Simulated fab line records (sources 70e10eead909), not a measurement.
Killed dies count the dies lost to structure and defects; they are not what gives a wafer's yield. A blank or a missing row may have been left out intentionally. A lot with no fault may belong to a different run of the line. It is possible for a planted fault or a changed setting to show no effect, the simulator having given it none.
fab line records | flow nand_harc
[record] lots = 7 wafers = 21 last_day = 24
route steps=1159 shown A_WL_FILL@816 END@1159
lots that met no fault: taken from a fault-free run of the same line
start_h: hours from the record's opening day to when the first of the lot's shown wafers began | wait_h: how many hours have passed since the lot's step before this one | " as in the row above | L1.1+2: one row covering several wafers at once | - no value, or no start given | * or withheld: withheld | < > ~ a bound
route shown NAME@n: names a module that has steps shown in the file, with the first one's number in the route | usual: mean and standard deviation over wafers with no fault | same: alike in all rows | chamber/n: place in a boat | sites: readings site by site | _std_site: standard deviation of those values | _edge_site: mean of outer sites minus mean of inner sites | radius_mm: for every site, how far away it sits from the centre of the wafer | mask NAME#n: copy n | behind: the last tool/chamber to shape the wafer | hold: cause of the lot's hold/its duration in hours/its outcome | device: names the non-switching transistor (n, p or np) | end of line: at the end of the route, the tests of the same wafers | a step with no rows: only its recipe | killed: not the wafer's yield, but the dies lost to structure and defects at the first sort | map: the dies of a wafer, with x for killed, . for not killed, _ for no die there
set.NAME: the setting that was run; set.NAME@STEP: the one run at that earlier step | model.NAME: the simulator's own value behind a step, which no gauge read
lots at some steps of the route; a table a step, a row a wafer
services: when a tool's chamber went out of use (start_h, in hours from the record's first day, below 0 if earlier), for how many hours, and the reason
[[steps]]
[step NHARC_A_WL_FILL_STRIP_27]
[recipe] power_w = 1500 temp_c = 250 time_s = 20 chemistry = N2/H2
[usual] drypump_motor_current_A = 5.61/0.26 heater_power_w = 349/49
// columns lot.wafer tool chamber start_h wait_h drypump_motor_current_A heater_power_w rf_hours_counter_h
L874.1 plasma_asher-02 1 341.94 0.3 6.01 310 53
L874.6 " 0 " " 5.33 387 -
L874.5 " 1 " " 6.01 304 -
L873.4 plasma_asher-01 1 350.86 0.1 5.35 290 -
L873.3 " 0 " " 5.73 378 -
L873.6 " 1 " " 5.40 293 -
L877.4 plasma_asher-01 0 381.02 0.1 5.75 369 -
L877.5 " 0 " " 5.75 386 -
L877.6 " 1 " " 5.36 287 -
L880.1 plasma_asher-02 0 396.74 0.1 5.35 426 5
L880.3 " 1 " " 6.02 330 -
L880.5 " 1 " " 6.01 319 -
L879.2 plasma_asher-02 0 399.15 0.1 5.33 408 6
L879.4 " 0 " " 5.33 421 -
L879.5 " 1 " " 6.02 329 -
L887.3 plasma_asher-01 1 432.81 0.1 5.38 292 -
L887.4 " 0 " " 5.74 390 -
L887.5 " 0 " " 5.76 383 -
L890.1 plasma_asher-01 1 463.50 0.1 5.39 289 0
L890.2 " 0 " " 5.74 383 0
L890.6 " 0 " " 5.75 383 -
[step NHARC_A_WL_FILL_STRIP_28]
[recipe] time_s = 1200 temp_c = 72.5 chemistry = post_etch_residue_remover
[step NHARC_A_WL_FILL_PRECLEAN_06]
[recipe] time_s = 300 chemistry = DIW
[step NHARC_A_WL_FILL_SRD_07]
[step NHARC_A_WL_FILL_ANNEAL_08]
[recipe] temp_c = 450 time_s = 1800
[step NHARC_A_WL_FILL_ALD_10]
[recipe] target_thk_a = 500 pulse_time_s = 10 ald_cycles = 500 temp_c = 300 material = SiO2
[usual] heater_power_outer_w = 264/25 heater_power_w = 470/41 precursor_pulse_height_rel = 1.001/0.019
// columns lot.wafer tool chamber start_h wait_h heater_power_outer_w heater_power_w precursor_pulse_height_rel
L874.1 ald_hk-02 0 346.46 0.6 259 468 0.986
L874.6 " 3 347.98 2.1 267 499 1.002
L874.5 " 0 " " 263 468 0.956
L873.4 ald_hk-02 1 355.61 1.1 268 467 1.008
L873.3 " 2 " " 246 419 0.989
L873.6 " 3 " " 272 485 1.021
L877.4 ald_hk-02 1 388.02 1.6 263 464 0.984
L877.5 " 2 " " 241 446 0.990
L877.6 " 3 " " 270 481 0.992
L880.3 ald_hk-01 3 402.77 0.7 264 466 1.028
L880.1 " 2 404.30 2.3 243 393 0.989
L880.5 " 0 405.31 3.3 295 495 1.014
L879.2 ald_hk-02 0 403.76 1.7 259 479 1.043
L879.4 " 1 " " 265 458 0.995
L879.5 " 1 406.35 4.3 265 466 0.990
L887.4 ald_hk-02 3 440.24 2.5 270 480 1.030
L887.3 " 0 " " 259 478 0.983
L887.5 " 0 442.76 5.0 262 482 1.006
L890.2 ald_hk-01 0 468.56 0.1 291 493 0.980
L890.1 " 3 470.10 1.6 284 504 1.017
L890.6 " 1 471.13 2.6 228 438 1.020
[step NHARC_A_WL_FILL_ETCHBACK_16]
[recipe] target_depth_a = 880 time_s = 17.6 c4f8_flow_sccm = withheld o2_flow_sccm = 8 ar_flow_sccm = withheld rf_w = 600 bias_w = 800 chemistry = C4F8/O2/Ar
[usual] oes_product_au = 0.989/0.029 rf_vpp_V = 724/4.7
// columns lot.wafer tool chamber start_h wait_h oes_product_au rf_hours_counter_h rf_vpp_V
L874.1 rie_diel-12 2 - - 0.943 2.9 722
L874.6 " 1 " " 0.930 - 721
L874.5 " 2 " " 0.944 - 720
L873.4 rie_diel-12 2 - - 0.940 3.1 721
L873.3 " 1 " " 0.926 2.6 721
L873.6 " 3 " " 0.931 - 731
L877.4 rie_diel-12 0 - - 0.983 0 726
L877.5 " 2 " " 1.010 - 721
L877.6 " 3 " " 0.970 - 729
L880.3 rie_diel-12 2 - - 1.022 0.3 719
L880.1 " 0 " " 1.004 0.4 725
L880.5 " 1 " " 1.010 - 720
L879.2 rie_diel-10 2 - - 0.990 1.5 720
L879.4 " 0 " " 0.995 1.4 717
L879.5 " 2 " " 0.993 - 721
L887.3 rie_diel-12 2 - - 1.027 1.4 720
L887.4 " 1 " " 0.995 1.4 721
L887.5 " 3 " " 0.989 - 732
L890.2 rie_diel-12 1 - - 1.000 2.0 722
L890.1 " 3 " " 0.993 2.2 731
L890.6 " 1 " " 1.005 - 722
[step NHARC_A_WL_FILL_STRIP_29]
[recipe] time_s = 20 o2_flow_sccm = 500 ar_flow_sccm = 0 bias_w = 0 chemistry = O2
[usual] drypump_motor_current_A = 5.7/0.44 oes_product_au = 1.003/0.011 rf_vpp_V = 57.9/0.87 showerhead_plenum_p_Torr = 3.56/0.15 throttle_valve_pct = 17.037/0.0081
// columns lot.wafer tool chamber start_h wait_h drypump_motor_current_A oes_product_au rf_hours_counter_h rf_vpp_V showerhead_plenum_p_Torr throttle_valve_pct
L874.1 rie_diel-12 2 350.63 0.1 6.5 1.022 2.9 58.2 3.46 17.031
L874.5 " 1 " " 5.2 0.996 - 56.5 3.44 17.039
L874.6 " 2 " " 6.5 1.023 - 58.2 3.46 17.044
L873.3 rie_diel-12 0 359.29 0.1 5.0 0.989 4.2 57.3 3.63 17.037
L873.4 " 2 " " 6.4 1.026 3.1 56.9 3.46 17.051
L873.6 " 3 " " 5.6 1.006 - 58.8 3.78 17.037
L877.4 rie_diel-12 3 391.21 0.1 5.6 0.978 0.0 57.7 3.78 17.037
L877.5 " 3 " " 5.7 0.986 - 58.3 3.78 17.035
L877.6 " 0 " " 5.0 0.992 - 60.3 3.63 17.046
L880.3 rie_diel-12 1 407.47 0.1 5.2 1.011 0.4 57.4 3.44 17.035
L880.1 " 3 " " 5.7 0.972 0.3 58.2 3.78 17.032
L880.5 " 0 " " 5.0 0.998 - 58.2 3.63 17.032
L879.2 rie_diel-10 1 408.52 0.1 6.2 1.011 1.4 58.2 3.73 17.025
L879.4 " 2 " " 5.6 1.006 1.5 57.5 3.44 17.048
L879.5 " 3 " " 5.6 1.006 - 58.1 3.69 17.027
L887.3 rie_diel-12 0 444.90 0.1 5.0 0.989 1.6 56.9 3.63 17.052
L887.4 " 2 " " 6.4 1.010 1.5 59.1 3.46 17.037
L887.5 " 0 " " 5.0 0.987 - 58.4 3.63 17.048
L890.1 rie_diel-12 2 473.29 0.1 6.5 1.022 2.1 56.2 3.46 17.044
L890.2 " 3 " " 5.6 1.009 2.2 58.6 3.78 17.034
L890.6 " 1 " " 5.2 1.017 - 57.2 3.44 17.030
[step NHARC_A_WL_FILL_ETCHBACK_17]
[recipe] target_depth_a = 40 time_s = 26.7 chemistry = Cl2/BCl3
[step NHARC_A_WL_FILL_PRECLEAN_18]
[recipe] time_s = 30 chemistry = dHF
[step NHARC_A_WL_FILL_SRD_21]
[step NHARC_A_WL_FILL_CVD_23]
[recipe] target_thk_a = 400 temp_c = 620 pressure_mtorr = 200 time_s = 800 material = poly-Si
[usual] pressure_mtorr = 200.1/0.43
// columns lot.wafer tool chamber start_h wait_h pressure_mtorr
L874.1 lpcvd_poly-04 0 353.24 2.3 200.3
L874.5 " 0 " " 200.9
L874.6 " 0 " " 200.4
L873.3 lpcvd_poly-04 0 361.84 2.3 200.3
L873.4 " 0 " " 200.3
L873.6 " 0 " " 200.3
L880.1 lpcvd_poly-01 0 409.08 1.3 200.3
L880.3 " 0 " " 200.5
L880.5 " 0 " " 200.3
L877.4 lpcvd_poly-04 0 423.76 32.3 199.4
L877.5 " 0 " " 199.4
L877.6 " 0 " " 200.0
L879.2 lpcvd_poly-01 0 439.08 30.2 199.8
L879.4 " 0 " " 200.1
L879.5 " 0 " " 200.0
L890.1 lpcvd_poly-04 0 475.84 2.3 200.3
L890.2 " 0 " " 199.6
L890.6 " 0 " " 199.7
L887.3 lpcvd_poly-01 0 477.58 32.4 199.9
L887.4 " 0 " " 199.8
L887.5 " 0 " " 200.2
[step NHARC_A_WL_FILL_ETCHBACK_26]
[recipe] target_depth_a = 520 time_s = 13.3 hbr_flow_sccm = 150 rf_w = 350 icp_w = 350 bias_w = 60 chemistry = HBr
[usual] drypump_motor_current_A = 5.8/0.39 hbr_flow_sccm = 150.0/0.41 oes_product_au = 1.002/0.0094 throttle_valve_pct = 23.266/0.0097
// columns lot.wafer tool chamber start_h wait_h drypump_motor_current_A hbr_flow_sccm oes_product_au rf_hours_counter_h throttle_valve_pct
L874.1 rie_si-06 1 355.87 0.4 5.6 150.2 1.003 1.1 23.266
L874.5 " 1 " " 5.6 149.9 0.992 - 23.261
L874.6 " 2 " " 5.6 151.0 1.003 - 23.267
L873.4 rie_si-04 2 364.43 0.4 5.9 150.0 1.006 0.7 23.275
L873.3 " 1 " " 6.1 150.8 1.012 0.6 23.277
L873.6 " 2 " " 5.9 150.0 1.010 - 23.270
L880.1 rie_si-03 2 411.69 0.4 5.4 149.7 0.981 0.4 23.256
L880.3 " 3 " " 6.0 150.2 1.004 0.4 23.252
L880.5 " 1 " " 5.7 150.1 1.001 - 23.265
L877.4 rie_si-04 3 426.37 0.4 5.5 150.1 0.997 0.8 23.262
L877.6 " 2 " " 5.9 150.4 1.016 - 23.265
L877.5 " 3 " " 5.5 149.4 0.989 - 23.242
L879.2 rie_si-06 0 441.67 0.4 6.5 149.8 1.008 0.4 23.261
L879.4 " 1 " " 5.6 149.3 1.012 0.2 23.265
L879.5 " 1 " " 5.6 149.8 1.002 - 23.268
L890.1 rie_si-04 2 478.40 0.4 5.9 150.1 1.017 0.1 23.275
L890.2 " 1 " " 6.0 149.8 1.007 0.1 23.249
L890.6 " 2 " " 5.9 150.2 1.020 - 23.257
L887.3 rie_si-04 2 480.16 0.4 5.9 149.6 1.015 1.1 23.265
L887.4 " 0 " " 5.8 150.3 0.987 1.1 23.254
L887.5 " 1 " " 6.0 149.3 1.016 - 23.254
[step NHARC_END_SORT_01]
[recipe] temp_c = 25
[usual] killed_at_array = 27/10 killed_at_other = 0.6/0.96 killed_at_periphery = 3.4/2.7 killed_dies = 31/10 killed_open = 2.9/1.8 killed_short = 1.8/1.4
[same] gross_dies = 677
// columns lot.wafer tool chamber start_h wait_h killed_at_array killed_at_other killed_at_periphery killed_dies killed_open killed_short
L873.3 prober-02 0 474.28 3.1 22 0 4 26 5 0
L873.4 prober-02 0 475.07 3.4 28 1 3 32 5 2
L873.6 prober-02 0 476.66 4.0 28 0 2 30 2 2
L880.1 prober-02 0 501.28 2.5 34 0 3 37 6 1
L880.3 prober-02 0 502.88 3.1 51 0 7 58 11 3
L880.5 prober-02 0 504.47 3.7 40 0 2 42 7 1
L877.4 prober-01 0 505.35 3.4 39 0 3 42 2 6
L877.5 prober-01 0 506.15 3.7 37 0 5 42 5 0
L877.6 prober-01 0 506.94 4.0 35 0 2 37 3 3
L879.2 prober-01 0 523.60 2.8 19 1 11 31 2 3
L879.4 prober-01 0 525.21 3.4 24 1 10 35 6 4
L879.5 prober-01 0 526.02 3.7 20 0 11 31 5 4
L887.3 prober-02 0 562.92 3.1 19 3 0 22 2 2
L887.4 prober-02 0 563.71 3.4 22 2 1 25 4 2
L887.5 prober-02 0 564.50 3.7 14 1 0 15 1 2
// killed by level:class
L873.3 A_SLIT:chamber_film_flake=11 A_WL_FILL:geometric_particle:open=2 P_ZERO_WELL:chamber_film_flake=2 A_CHANNEL_HOLE_D1:chamber_film_flake=2 A_CHANNEL_FILL_D1:chamber_film_flake=2 A_STAIRCASE:chamber_film_flake=2 A_CONTACT:chamber_film_flake=2 P_GATE:geometric_particle:open=1
L873.4 A_SLIT:chamber_film_flake=11 A_CONTACT:chamber_film_flake=7 A_STAIRCASE:chamber_film_flake=3 A_CHANNEL_FILL_D1:geometric_particle:open=2 A_WL_FILL:geometric_particle:short=2 P_CONTACT:geometric_particle:open=1 A_SGD_CUT:geometric_particle:open=1 P_ZERO_WELL:chamber_film_flake=1
L873.6 A_SLIT:chamber_film_flake=12 A_CHANNEL_HOLE_D1:chamber_film_flake=5 A_STAIRCASE:chamber_film_flake=3 A_CONTACT:chamber_film_flake=3 A_CHANNEL_FILL_D1:geometric_particle:short=1 A_WL_FILL:geometric_particle:open=1 A_CONTACT:geometric_particle:open=1 A_CONTACT:geometric_particle:short=1
L880.1 A_SLIT:chamber_film_flake=13 A_CHANNEL_HOLE_D1:chamber_film_flake=10 A_CONTACT:chamber_film_flake=3 A_M0:geometric_particle:open=2 A_CHANNEL_FILL_D1:chamber_film_flake=2 A_STAIRCASE:chamber_film_flake=2 P_CONTACT:geometric_particle:open=1 P_M1:geometric_particle:open=1
L880.3 A_SLIT:chamber_film_flake=23 A_CHANNEL_HOLE_D1:chamber_film_flake=12 A_STAIRCASE:chamber_film_flake=6 P_M0:geometric_particle:open=3 P_CONTACT:geometric_particle:open=2 A_CONTACT:chamber_film_flake=2 P_GATE:geometric_particle:short=1 P_GATE:geometric_particle:open=1
L880.5 A_CHANNEL_HOLE_D1:chamber_film_flake=15 A_SLIT:chamber_film_flake=15 A_STAIRCASE:chamber_film_flake=3 A_CONTACT:geometric_particle:open=2 P_GATE:geometric_particle:open=1 P_M0:geometric_particle:open=1 A_ONON_D1:geometric_particle:open=1 A_CHANNEL_FILL_D1:geometric_particle:open=1
L877.4 A_CHANNEL_HOLE_D1:chamber_film_flake=13 A_SLIT:chamber_film_flake=7 A_BLC:chamber_film_flake=6 P_GATE:chamber_film_flake=3 A_CHANNEL_FILL_D1:geometric_particle:short=2 A_CONTACT:geometric_particle:open=2 A_STAIRCASE:chamber_film_flake=2 A_WL_FILL:chamber_film_flake=2
L877.5 A_CHANNEL_HOLE_D1:chamber_film_flake=18 A_SLIT:chamber_film_flake=8 A_STAIRCASE:chamber_film_flake=4 P_GATE:chamber_film_flake=3 A_BLC:chamber_film_flake=3 A_CONTACT:geometric_particle:open=2 P_CONTACT:geometric_particle:open=1 P_M0:geometric_particle:open=1
L877.6 A_CHANNEL_HOLE_D1:chamber_film_flake=12 A_SLIT:chamber_film_flake=9 A_STAIRCASE:chamber_film_flake=4 A_WL_FILL:chamber_film_flake=3 A_BLC:geometric_particle:open=2 A_CONTACT:chamber_film_flake=2 P_GATE:geometric_particle:short=1 A_SOURCE_PLATE:geometric_particle:short=1
L879.2 P_ZERO_WELL:chamber_film_flake=6 A_CHANNEL_HOLE_D1:chamber_film_flake=6 A_SLIT:chamber_film_flake=3 P_M2:chamber_film_flake=3 A_WL_FILL:chamber_film_flake=3 A_ONON_D1:geometric_particle:open=1 A_ONON_D1:geometric_particle:short=1 A_CHANNEL_FILL_D1:geometric_particle:short=1
L879.4 A_STAIRCASE:chamber_film_flake=5 P_ZERO_WELL:chamber_film_flake=4 P_M1:chamber_film_flake=4 A_CHANNEL_HOLE_D1:chamber_film_flake=4 A_CONTACT:geometric_particle:open=3 A_WL_FILL:chamber_film_flake=3 A_WL_FILL:geometric_particle:short=2 A_ONON_D1:geometric_particle:short=1
L879.5 P_ZERO_WELL:chamber_film_flake=4 P_M1:chamber_film_flake=4 A_CHANNEL_HOLE_D1:chamber_film_flake=4 A_STAIRCASE:chamber_film_flake=3 A_CHANNEL_FILL_D1:geometric_particle:open=2 P_GATE:chamber_film_flake=2 A_WL_FILL:chamber_film_flake=2 P_CONTACT:geometric_particle:open=1
L887.3 A_CHANNEL_HOLE_D1:chamber_film_flake=8 A_CONTACT:chamber_film_flake=5 THIN_TSV:chamber_film_flake=3 A_SOURCE_PLATE:geometric_particle:short=1 A_CHANNEL_FILL_D1:geometric_particle:short=1 A_STAIRCASE:geometric_particle:open=1 A_CONTACT:geometric_particle:open=1 A_STAIRCASE:chamber_film_flake=1
L887.4 A_CHANNEL_HOLE_D1:chamber_film_flake=10 A_CONTACT:geometric_particle:open=3 A_CONTACT:chamber_film_flake=3 A_WL_FILL:chamber_film_flake=2 THIN_TSV:chamber_film_flake=2 A_ONON_D1:geometric_particle:short=1 A_WL_FILL:geometric_particle:open=1 A_M0:geometric_particle:short=1
L887.5 A_CHANNEL_HOLE_D1:chamber_film_flake=9 A_CONTACT:chamber_film_flake=3 A_CHANNEL_HOLE_D1:geometric_particle:short=1 A_M0:geometric_particle:open=1 STARTING-WAFER:geometric_particle:short=1
[[services]]
// columns tool chamber start_h hours kind
rie_diel-12 1 322.37 1.8 repair
rie_si-06 0 330.25 2.1 repair
rie_si-03 - 332.00 9.0 pm
rie_diel-12 0 333.91 - clean
rie_diel-12 2 333.91 - clean
rie_diel-12 3 333.91 - clean
rie_diel-12 - 334.63 0.2 repair
rie_diel-10 - 353.52 9.0 pm
rie_diel-12 0 358.41 - clean
rie_diel-12 1 358.41 - clean
rie_diel-12 2 358.41 - clean
rie_si-06 - 360.09 9.0 pm
plasma_asher-02 - 360.72 9.0 pm
ald_hk-01 - 372.12 0.6 repair
rie_diel-12 - 379.41 9.0 pm
rie_si-04 2 407.22 8.1 repair
rie_si-03 0 407.74 4.5 repair
rie_si-04 3 431.12 11.9 repair
lpcvd_poly-04 - 437.48 1.9 repair
rie_si-04 - 453.00 9.0 pm
plasma_asher-01 - 454.00 9.0 pm
ald_hk-02 - 457.18 1.0 repair
ald_hk-02 - 460.21 10.0 pm
rie_diel-10 2 478.20 2.9 repair
[[key]]
[first_sign] step = NHARC_A_WL_FILL_CVD_23 reading = wait_h direction = changed
effect none on later readings
met_at NHARC_A_WL_FILL_CVD_23
struck_wafers L877.4,L877.5,L877.6,L879.2,L879.4,L879.5,L887.3,L887.4,L887.5
tester_left_out L877,L879,L887
[fault] kind = queue_time_violation tool = lpcvd_poly-01,lpcvd_poly-03,lpcvd_poly-04 chamber = 0 onset_h = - steps = NHARC_A_WL_FILL_CVD_23 delay_hr = 30 scope = struck_lots_only
// tester_left_out: of these lots the tester's yield and bins aren't shown, on N5 and GAA mostly nor the transistor test; their killed dies are dies lost to structure and defects alone, not to doping, threshold or leakage, so they don't give the yield
